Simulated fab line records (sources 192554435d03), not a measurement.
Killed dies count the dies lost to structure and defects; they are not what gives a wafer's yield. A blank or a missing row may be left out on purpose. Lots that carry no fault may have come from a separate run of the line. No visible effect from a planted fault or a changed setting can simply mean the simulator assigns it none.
Matching of chambers    flow n5_finfet    4 sister chambers for N5_ILD0_CMP_07 on cmp-03
The step polishes SiO2 flowable, stops on poly-Si, t overpolish 1.18 s, target thk 138.88 nm. 14 wafers are shown with their chamber, then 7 later ones without.

## WAFERS PAIRED WITH THEIR CHAMBERS
wafer   chamber  motor_current_A (A)
L074.1  2        11.4
L074.3  1        12.1
L074.6  2        10.9
L077.1  3        11.3
L077.4  1        12.3
L077.5  3        11.7
L083.2  3        11.5
L083.4  2        10.9
L083.6  0        11.5
L085.2  3        11.4
L085.3  2        11.5
L085.4  1        12.5
L091.1  3        11.8
L091.2  2        11.7

SIGNATURES (averages over the wafers above)
reading          chamber 0  chamber 1  chamber 2  chamber 3  scatter within a chamber
motor_current_A  11.500     12.300     11.280     11.540     0.279
Rule: for each reading, subtract the chamber's mean from the wafer's reading, divide by that reading's scatter and square the result; add these up over the readings and take the root, which gives the wafer's distance from the chamber. If the next closest chamber is less than 2 further off than the closest, the wafer can't be placed; otherwise it belongs to the closest. The scatter: the root of (the sum of the squares of (reading less its chamber's mean) over the shown wafers, divided by (wafers less chambers)).

## WAFERS WITHOUT THEIR CHAMBER
wafer   motor_current_A (A)
L091.6  12.8
L093.1  11.3
L093.4  12.3
L093.6  11.7
L096.2  11.6
L096.4  12.1
L096.5  10.7

## CHAMBER TAKEN BY EACH
wafer    from the rows above                 in truth
L091.6   1                                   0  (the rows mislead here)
L093.1   can't be placed: 2 or 0 or 3        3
L093.4   1                                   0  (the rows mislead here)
L093.6   can't be placed: 3 or 0 or 2 or 1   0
L096.2   can't be placed: 3 or 0 or 2        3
L096.4   can't be placed: 1 or 3 or 0        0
L096.5   can't be placed: 2 or 0 or 3        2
Placed correctly: 0 of 7. Cannot be placed on the basis of these rows: 5; the candidates contain the true chamber in 5. Wrongly placed: 2.
